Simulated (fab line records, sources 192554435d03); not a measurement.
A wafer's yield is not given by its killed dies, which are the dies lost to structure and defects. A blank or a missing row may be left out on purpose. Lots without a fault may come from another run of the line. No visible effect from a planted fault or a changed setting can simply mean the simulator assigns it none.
Matching of chambers :: flow n5_finfet :: N5_BEOL_M9_STRIP_19 on rie_diel-02 has 4 sister chambers
The step strips in O2. 16 wafers are shown with their chamber, then 8 later ones without.

WAFERS PAIRED WITH THEIR CHAMBERS
wafer: L078.1
chamber: 3
showerhead_plenum_p_Torr (Torr): 1.99
drypump_motor_current_A (A): 6.2
oes_product_au (a.u.): 0.70

wafer: L078.3
chamber: 1
showerhead_plenum_p_Torr (Torr): 2.23
drypump_motor_current_A (A): 5.8
oes_product_au (a.u.): 0.85

wafer: L078.5
chamber: 1
showerhead_plenum_p_Torr (Torr): 2.23
drypump_motor_current_A (A): 5.8
oes_product_au (a.u.): 0.86

wafer: L081.1
chamber: 2
showerhead_plenum_p_Torr (Torr): 2.11
drypump_motor_current_A (A): 5.1
oes_product_au (a.u.): 0.79

wafer: L081.2
chamber: 0
showerhead_plenum_p_Torr (Torr): 2.18
drypump_motor_current_A (A): 5.8
oes_product_au (a.u.): 0.70

wafer: L081.6
chamber: 1
showerhead_plenum_p_Torr (Torr): 2.23
drypump_motor_current_A (A): 5.8
oes_product_au (a.u.): 0.84

wafer: L084.4
chamber: 1
showerhead_plenum_p_Torr (Torr): 2.23
drypump_motor_current_A (A): 5.7
oes_product_au (a.u.): 0.84

wafer: L084.5
chamber: 3
showerhead_plenum_p_Torr (Torr): 1.99
drypump_motor_current_A (A): 6.1
oes_product_au (a.u.): 0.68

wafer: L084.6
chamber: 2
showerhead_plenum_p_Torr (Torr): 2.11
drypump_motor_current_A (A): 5.1
oes_product_au (a.u.): 0.79

wafer: L085.1
chamber: 1
showerhead_plenum_p_Torr (Torr): 2.23
drypump_motor_current_A (A): 5.8
oes_product_au (a.u.): 0.84

wafer: L085.4
chamber: 3
showerhead_plenum_p_Torr (Torr): 1.99
drypump_motor_current_A (A): 6.2
oes_product_au (a.u.): 0.68

wafer: L085.5
chamber: 1
showerhead_plenum_p_Torr (Torr): 2.23
drypump_motor_current_A (A): 5.7
oes_product_au (a.u.): 0.83

wafer: L087.2
chamber: 1
showerhead_plenum_p_Torr (Torr): 2.23
drypump_motor_current_A (A): 5.8
oes_product_au (a.u.): 0.83

wafer: L087.4
chamber: 2
showerhead_plenum_p_Torr (Torr): 2.10
drypump_motor_current_A (A): 5.1
oes_product_au (a.u.): 0.78

wafer: L087.5
chamber: 0
showerhead_plenum_p_Torr (Torr): 2.18
drypump_motor_current_A (A): 5.8
oes_product_au (a.u.): 0.69

wafer: L090.1
chamber: 1
showerhead_plenum_p_Torr (Torr): 2.23
drypump_motor_current_A (A): 5.7
oes_product_au (a.u.): 0.82

SIGNATURES (averages over the wafers above)
reading: showerhead_plenum_p_Torr
chamber 0: 2.1800
chamber 1: 2.2300
chamber 2: 2.1067
chamber 3: 1.9900
scatter within a chamber: 0.00236

reading: drypump_motor_current_A
chamber 0: 5.800
chamber 1: 5.763
chamber 2: 5.100
chamber 3: 6.167
scatter within a chamber: 0.046

reading: oes_product_au
chamber 0: 0.6950
chamber 1: 0.8387
chamber 2: 0.7867
chamber 3: 0.6867
scatter within a chamber: 0.0111
Rule: a wafer lies at a distance from a chamber equal to the root of the sum of squares, over the readings, of (its reading less the chamber's mean, divided by the reading's scatter). If the next closest chamber is less than 2 further off than the closest, the wafer can't be placed; otherwise it belongs to the closest. How the scatter is found: for the shown wafers, subtract from each reading the mean of its chamber, square and add these, divide the total by (wafers less chambers), then take the root.

WAFERS WITHOUT THEIR CHAMBER
wafer: L090.4
showerhead_plenum_p_Torr (Torr): 2.10
drypump_motor_current_A (A): 5.1
oes_product_au (a.u.): 0.77

wafer: L090.5
showerhead_plenum_p_Torr (Torr): 2.23
drypump_motor_current_A (A): 5.8
oes_product_au (a.u.): 0.82

wafer: L094.2
showerhead_plenum_p_Torr (Torr): 2.22
drypump_motor_current_A (A): 5.8
oes_product_au (a.u.): 0.82

wafer: L094.4
showerhead_plenum_p_Torr (Torr): 2.10
drypump_motor_current_A (A): 5.1
oes_product_au (a.u.): 0.77

wafer: L094.5
showerhead_plenum_p_Torr (Torr): 2.10
drypump_motor_current_A (A): 5.1
oes_product_au (a.u.): 0.77

wafer: L092.2
showerhead_plenum_p_Torr (Torr): 2.17
drypump_motor_current_A (A): 5.8
oes_product_au (a.u.): 0.68

wafer: L092.4
showerhead_plenum_p_Torr (Torr): 2.25
drypump_motor_current_A (A): 6.2
oes_product_au (a.u.): 0.99

wafer: L092.6
showerhead_plenum_p_Torr (Torr): 2.17
drypump_motor_current_A (A): 5.8
oes_product_au (a.u.): 0.68

THE CHAMBER EACH PASSED THROUGH
wafer: L090.4
from the rows above: 2
in truth: 2

wafer: L090.5
from the rows above: 1
in truth: 1

wafer: L094.2
from the rows above: 1
in truth: 1

wafer: L094.4
from the rows above: 2
in truth: 2

wafer: L094.5
from the rows above: 2
in truth: 2

wafer: L092.2
from the rows above: 0
in truth: 0

wafer: L092.4
from the rows above: 1
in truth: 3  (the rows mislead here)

wafer: L092.6
from the rows above: 0
in truth: 0
Placed correctly: 7 of 8. Left unplaced by these rows: 0. 1 placed wrongly.
